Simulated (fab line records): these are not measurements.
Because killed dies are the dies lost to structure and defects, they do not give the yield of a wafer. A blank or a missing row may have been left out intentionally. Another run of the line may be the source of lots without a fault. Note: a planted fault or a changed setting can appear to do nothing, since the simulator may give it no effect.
Chamber matching || flow nand-harc || 3 sister chambers for NHARC_P_CONTACT_DEP_30 on pecvd-02
The step deposits SiNx, target thk 30 nm. 6 wafers are shown with their chamber, then 8 later ones without.

WAFERS WITH THEIR CHAMBER
{"wafer": "L076.4", "chamber": 0, "heater-power-w (W)": 684, "susceptor-temp-C (C)": 400.24}
{"wafer": "L088.5", "chamber": 1, "heater-power-w (W)": 596, "susceptor-temp-C (C)": 399.78}
{"wafer": "L090.3", "chamber": 2, "heater-power-w (W)": 717, "susceptor-temp-C (C)": 400.29}
{"wafer": "L090.4", "chamber": 0, "heater-power-w (W)": 567, "susceptor-temp-C (C)": 400.03}
{"wafer": "L090.5", "chamber": 2, "heater-power-w (W)": 710, "susceptor-temp-C (C)": 399.96}
{"wafer": "L091.1", "chamber": 1, "heater-power-w (W)": 553, "susceptor-temp-C (C)": 399.78}

WAFERS MISSING THEIR CHAMBER
{"wafer": "L091.2", "heater-power-w (W)": 675, "susceptor-temp-C (C)": 399.93}
{"wafer": "L091.5", "heater-power-w (W)": 625, "susceptor-temp-C (C)": 399.91}
{"wafer": "L096.1", "heater-power-w (W)": 563, "susceptor-temp-C (C)": 399.92}
{"wafer": "L096.2", "heater-power-w (W)": 564, "susceptor-temp-C (C)": 399.75}
{"wafer": "L096.3", "heater-power-w (W)": 645, "susceptor-temp-C (C)": 399.80}
{"wafer": "L097.2", "heater-power-w (W)": 562, "susceptor-temp-C (C)": 400.38}
{"wafer": "L097.3", "heater-power-w (W)": 548, "susceptor-temp-C (C)": 399.87}
{"wafer": "L097.6", "heater-power-w (W)": 696, "susceptor-temp-C (C)": 399.75}

EACH ONE'S CHAMBER
{"wafer": "L091.2", "from the rows above": "can't be placed: 2 or 0 or 1", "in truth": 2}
{"wafer": "L091.5", "from the rows above": "can't be placed: 1 or 0 or 2", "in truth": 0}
{"wafer": "L096.1", "from the rows above": "can't be placed: 1 or 0", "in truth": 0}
{"wafer": "L096.2", "from the rows above": 1, "in truth": 1}
{"wafer": "L096.3", "from the rows above": "can't be placed: 1 or 0 or 2", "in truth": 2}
{"wafer": "L097.2", "from the rows above": "can't be placed: 0 or 2 or 1", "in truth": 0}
{"wafer": "L097.3", "from the rows above": "can't be placed: 1 or 0", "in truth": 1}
{"wafer": "L097.6", "from the rows above": "can't be placed: 2 or 1 or 0", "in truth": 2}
Correctly placed: 1 of 8. Unplaceable from these rows: 7, with the true chamber sitting among the candidates in 7. 0 placed wrongly.
How it was worked out, from the rows above alone: a wafer's distance from a chamber is the root of the sum, over the readings, of the square of ((its reading less the chamber's mean) divided by the reading's scatter). The wafer belongs to the nearest chamber; if the next one is less than 2 further off, it can't be placed. A chamber's mean is the mean of its shown wafers. How the scatter is found: for the shown wafers, subtract from each reading the mean of its chamber, square and add these, divide the total by (wafers less chambers), then take the root.
